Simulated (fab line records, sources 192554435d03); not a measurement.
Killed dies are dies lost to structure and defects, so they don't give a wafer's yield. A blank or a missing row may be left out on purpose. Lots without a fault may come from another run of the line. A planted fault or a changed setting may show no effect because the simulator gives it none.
Split-lot experiment | flow n5_finfet | 7 lots, 39 wafers read, on a route of 1938 steps

THE SPLIT
At N5_FIN_SAQP_SPACER1_ALD_24 (deposits SiO2, target thk 20.3 nm, pulse time 1 s, purge time 2 s), the setting ald_cycles was moved away from the recipe's 218 on 15 of the 39 wafers read, by -45.4% to +45.9%. The other wafers ran this setting at the recipe's value.

FROM THE SPLIT TO THE READING: what the file shows between them, 2 steps
- N5_FIN_SAQP_SPACER1_ETCHBACK_25: etches SiO2 in CHF3/O2, target depth 24.4 nm, time 12.2 s
- N5_FIN_SAQP_MANDREL1_REMOVE_56: chemistry HBr/Cl2/O2, target a-Si, stops on SiNx, bt time 10 s

THE READING
cd_nm, in nm, at N5_FIN_SAQP_CD_MEAS_27 (target cd 20 nm). Fault-free wafers of this fab line usually give 20.30 nm, standard deviation 0.25 nm.

wafer  | tool, chamber at the split | ald_cycles as run | against the recipe | cd_nm, nm | against lot-mates on the recipe
L075.1 | ald_sin-02, 3              | 119               | -45.4%             | 11.14     | -8.96
L075.2 | ald_sin-02, 0,1            | 119               | -45.4%             | 11.13     | -8.97
L075.3 | ald_sin-02, 2,0            | 218               | recipe             | 19.89     | -
L075.4 | ald_sin-02, 0,1            | 119               | -45.4%             | 10.87     | -9.23
L075.5 | ald_sin-02, 1              | 218               | recipe             | 20.22     | -
L075.6 | ald_sin-02, 2,0            | 218               | recipe             | 20.20     | -
L084.1 | ald_sin-02, 2              | 276               | +26.6%             | 25.54     | +5.46
L084.2 | ald_sin-02, 3,2,3          | 218               | recipe             | 19.92     | -
L084.3 | ald_sin-02, 1              | 276               | +26.6%             | 25.57     | +5.49
L084.4 | ald_sin-02, 3,2,3          | 218               | recipe             | 20.15     | -
L084.5 | ald_sin-02, 3,2,3          | 218               | recipe             | 20.16     | -
L084.6 | ald_sin-02, 1              | 276               | +26.6%             | 25.52     | +5.44
L086.1 | ald_sin-04, 0,3            | 218               | recipe             | 20.52     | -
L086.2 | ald_sin-04, 2              | 218               | recipe             | 20.18     | -
L086.3 | ald_sin-04, 0,3            | 218               | recipe             | 20.06     | -
L087.1 | ald_sin-01, 0,1,2,3,1,0    | 218               | recipe             | 20.16     | -
L087.2 | ald_sin-01, 0,1,2,3,1,0    | 218               | recipe             | 20.44     | -
L087.3 | ald_sin-01, 0,1,2,3,1,0    | 218               | recipe             | 20.30     | -
L087.4 | ald_sin-01, 0,1,2,3,1,0    | 218               | recipe             | 20.05     | -
L087.5 | ald_sin-01, 0,1,2,3,1,0    | 218               | recipe             | 20.43     | -
L087.6 | ald_sin-01, 0,1,2,3,1,0    | 218               | recipe             | 20.00     | -
L088.1 | ald_sin-01, 3,0,2          | 126               | -42.2%             | 11.98     | -8.27
L088.2 | ald_sin-01, 3,0,2          | 126               | -42.2%             | 11.87     | -8.38
L088.3 | ald_sin-01, 1              | 218               | recipe             | 19.95     | -
L088.4 | ald_sin-01, 3,0,2          | 126               | -42.2%             | 11.51     | -8.74
L088.5 | ald_sin-01, 1              | 218               | recipe             | 20.65     | -
L088.6 | ald_sin-01, 2              | 218               | recipe             | 20.14     | -
L089.1 | ald_sin-02, 2              | 218               | recipe             | 20.19     | -
L089.2 | ald_sin-02, 3              | 218               | recipe             | 20.27     | -
L089.3 | ald_sin-02, 0              | 260               | +19.3%             | 24.57     | +4.32
L089.4 | ald_sin-02, 1              | 260               | +19.3%             | 23.91     | +3.66
L089.5 | ald_sin-02, 2              | 218               | recipe             | 20.29     | -
L089.6 | ald_sin-02, 1              | 260               | +19.3%             | 24.12     | +3.87
L090.1 | ald_sin-02, 0,1            | 218               | recipe             | 20.00     | -
L090.2 | ald_sin-02, 2,1,0          | 318               | +45.9%             | 29.87     | +9.73
L090.3 | ald_sin-02, 0,1            | 218               | recipe             | 20.15     | -
L090.4 | ald_sin-02, 3              | 218               | recipe             | 20.26     | -
L090.5 | ald_sin-02, 2,1,0          | 318               | +45.9%             | 29.46     | +9.32
L090.6 | ald_sin-02, 2,1,0          | 318               | +45.9%             | 29.52     | +9.38
Where a row lists several chambers, the file gives one row for several wafers and doesn't say which wafer went through which chamber.

THE FIT
A straight line over all 39 wafers: cd_nm changes by +0.202 nm for each +1% of ald_cycles; r = +1.00; the points scatter about the line by 0.2 nm.
The same after taking each lot's own level away (the mean of its wafers on the recipe; 39 wafers): +0.203 nm for each +1%; r = +1.00; scatter 0.19 nm.
On that fit, the largest move of ald_cycles shifts the reading by 9.3 nm.
The lots' own levels span 20.077 to 20.253 nm, that is 0.7 times the standard deviation above.
So the lot-to-lot level changes the slope little: the two slopes agree.
Check: with one of the wafers moved furthest among these (+45.9%) left out of the fit, the line predicts +9.29 nm for it against its lot-mates. It came out at +9.73 nm against them.

THE WHOLE CHAIN: every reading that the file lists as answering this split, in the file's order
step                           | what it does                                                      | reading                                                                                 | change (the file's fit)               | r (the file's)
N5_FIN_SAQP_SPACER1_ALD_24     | deposits SiO2, target thk 20.3 nm, pulse time 1 s, purge time 2 s | SiO2_of_FIN_SAQP_SPACER1_ALD_24.thk_nm (the simulator's own value, which no gauge read) | +0.202 nm for each +1% of the setting | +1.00
N5_FIN_SAQP_MANDREL1_REMOVE_56 | chemistry HBr/Cl2/O2, target a-Si, stops on SiNx, bt time 10 s    | FIN_SAQP.cd_nm (the simulator's own value, which no gauge read)                         | +0.203 nm for each +1% of the setting | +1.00
N5_FIN_SAQP_CD_MEAS_27         | target cd 20 nm                                                   | cd_nm                                                                                   | +0.203 nm for each +1% of the setting | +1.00

THE FILE'S OWN FIT
cd_nm changes by +0.203 nm for each +1% of ald_cycles, r = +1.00.
